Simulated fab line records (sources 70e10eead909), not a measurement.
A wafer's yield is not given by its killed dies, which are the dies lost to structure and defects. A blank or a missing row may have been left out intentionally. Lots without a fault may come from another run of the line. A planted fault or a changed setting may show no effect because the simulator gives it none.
Matching of chambers + flow nand-harc + NHARC_P_M2_PRE_CLEAN_32 on pecvd-01 has 3 sister chambers
The step time 12 s. 6 wafers are shown with their chamber, then 7 later ones without.

## WAFERS PAIRED WITH THEIR CHAMBERS
| wafer  | chamber | heater-power-w (W) |
|--------|---------|--------------------|
| L077.6 | 0       | 513                |
| L078.4 | 2       | 655                |
| L085.5 | 1       | 576                |
| L085.6 | 0       | 555                |
| L088.1 | 1       | 654                |
| L088.2 | 2       | 626                |

## WAFERS MISSING THEIR CHAMBER
| wafer  | heater-power-w (W) |
|--------|--------------------|
| L088.4 | 660                |
| L095.3 | 546                |
| L095.5 | 535                |
| L095.6 | 595                |
| L097.1 | 611                |
| L097.3 | 586                |
| L097.4 | 619                |

## THE CHAMBER EACH PASSED THROUGH
| wafer  | from the rows above          | in truth                   |
|--------|------------------------------|----------------------------|
| L088.4 | can't be placed: 2 or 1      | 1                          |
| L095.3 | can't be placed: 0 or 1      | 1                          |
| L095.5 | 0                            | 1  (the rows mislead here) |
| L095.6 | can't be placed: 1 or 2 or 0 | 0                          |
| L097.1 | can't be placed: 1 or 2 or 0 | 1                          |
| L097.3 | can't be placed: 1 or 0 or 2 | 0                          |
| L097.4 | can't be placed: 1 or 2      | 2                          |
0 of 7 placed correctly. Unplaceable from these rows: 6, with the true chamber sitting among the candidates in 6. Placed wrongly: 1.
How it was worked out, from the rows above alone: a wafer's distance from a chamber is the root of the sum, over the readings, of the square of ((its reading less the chamber's mean) divided by the reading's scatter). The wafer belongs to the nearest chamber; if the next one is less than 2 further off, it can't be placed. The mean given for a chamber averages the wafers shown for that chamber. The scatter: the root of (the sum of the squares of (reading less its chamber's mean) over the shown wafers, divided by (wafers less chambers)).
